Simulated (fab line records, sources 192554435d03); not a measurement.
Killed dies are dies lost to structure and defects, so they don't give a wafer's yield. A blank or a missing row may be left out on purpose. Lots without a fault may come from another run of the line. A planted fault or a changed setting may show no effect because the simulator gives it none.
Chamber matching | flow n5_finfet | N5_BEOL_M0_SAQP_MANDREL_ETCH_103 on rie_si-01: 4 sister chambers
The step etches a-Si in HBr/Cl2, stops on SiCN, target depth 45 nm, bt time 10 s, time 27 s. 8 wafers are shown with their chamber, then 9 later ones without.

WAFERS WITH THEIR CHAMBER
wafer  | chamber | drypump_motor_current_A (A) | throttle_valve_pct (%)
L082.3 | 2       | 5.9                         | 35.26
L083.5 | 0       | 6.2                         | 35.75
L084.1 | 0       | 6.2                         | 35.77
L084.3 | 3       | 5.7                         | 34.97
L084.6 | 1       | 5.4                         | 35.32
L086.1 | 1       | 5.5                         | 35.32
L086.4 | 3       | 5.7                         | 34.94
L086.5 | 2       | 5.9                         | 35.23

WAFERS WITHOUT THEIR CHAMBER
wafer  | drypump_motor_current_A (A) | throttle_valve_pct (%)
L087.2 | 5.5                         | 35.34
L087.5 | 6.2                         | 35.77
L087.6 | 5.7                         | 34.92
L090.2 | 5.4                         | 35.37
L090.4 | 6.2                         | 35.78
L090.6 | 5.4                         | 35.34
L091.1 | 6.2                         | 35.80
L091.3 | 5.9                         | 35.27
L091.6 | 5.9                         | 35.27

WHICH CHAMBER EACH WENT THROUGH
wafer  | from the rows above | in truth
L087.2 | 1                   | 1
L087.5 | 0                   | 0
L087.6 | 3                   | 3
L090.2 | 1                   | 1
L090.4 | 0                   | 0
L090.6 | 1                   | 1
L091.1 | 0                   | 0
L091.3 | 2                   | 2
L091.6 | 2                   | 2
Placed correctly: 9 of 9. Can't be placed from these rows: 0. Placed wrongly: 0.
How it was worked out, from the rows above alone: a wafer's distance from a chamber is the root of the sum, over the readings, of the square of ((its reading less the chamber's mean) divided by the reading's scatter). The wafer belongs to the nearest chamber; if the next one is less than 2 further off, it can't be placed. A chamber's mean is the mean of its shown wafers. The scatter: the root of (the sum of the squares of (reading less its chamber's mean) over the shown wafers, divided by (wafers less chambers)).
